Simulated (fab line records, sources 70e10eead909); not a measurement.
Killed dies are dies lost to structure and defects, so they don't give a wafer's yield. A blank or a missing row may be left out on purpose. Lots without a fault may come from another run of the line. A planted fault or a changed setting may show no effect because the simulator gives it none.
Chamber matching | flow nand_harc | NHARC_P_M2_ETCH_35 on rie_diel-03: 4 sister chambers
The step etches the open film in N2/H2, target depth 40 nm, overetch 12 nm, time 43.94 s. 8 wafers are shown with their chamber, then 10 later ones without.

WAFERS WITH THEIR CHAMBER
wafer  | chamber | drypump_motor_current_A (A) | rf_vpp_V (V)
L324.5 | 1       | 5.7                         | 427.3
L323.6 | 3       | 6.2                         | 429.2
L326.5 | 3       | 6.3                         | 427.6
L327.1 | 0       | 5.3                         | 429.9
L327.2 | 1       | 5.7                         | 426.6
L327.3 | 2       | 6.1                         | 432.2
L328.1 | 2       | 6.1                         | 432.4
L328.3 | 0       | 5.3                         | 431.6

WAFERS WITHOUT THEIR CHAMBER
wafer  | drypump_motor_current_A (A) | rf_vpp_V (V)
L328.4 | 5.7                         | 427.4
L330.1 | 5.7                         | 426.2
L330.2 | 5.3                         | 430.8
L330.3 | 6.3                         | 428.0
L338.3 | 5.3                         | 429.3
L338.4 | 6.1                         | 431.7
L338.6 | 6.1                         | 433.7
L339.1 | 6.1                         | 432.3
L339.2 | 5.3                         | 430.9
L339.4 | 6.3                         | 429.0

WHICH CHAMBER EACH WENT THROUGH
wafer  | from the rows above | in truth
L328.4 | 1                   | 1
L330.1 | 1                   | 1
L330.2 | 0                   | 0
L330.3 | 3                   | 3
L338.3 | 0                   | 0
L338.4 | 2                   | 2
L338.6 | 2                   | 2
L339.1 | 2                   | 2
L339.2 | 0                   | 0
L339.4 | 3                   | 3
Placed correctly: 10 of 10. Can't be placed from these rows: 0. Placed wrongly: 0.
How it was worked out, from the rows above alone: a wafer's distance from a chamber is the root of the sum, over the readings, of the square of ((its reading less the chamber's mean) divided by the reading's scatter). The wafer belongs to the nearest chamber; if the next one is less than 2 further off, it can't be placed. A chamber's mean is the mean of its shown wafers. The scatter: the root of (the sum of the squares of (reading less its chamber's mean) over the shown wafers, divided by (wafers less chambers)).
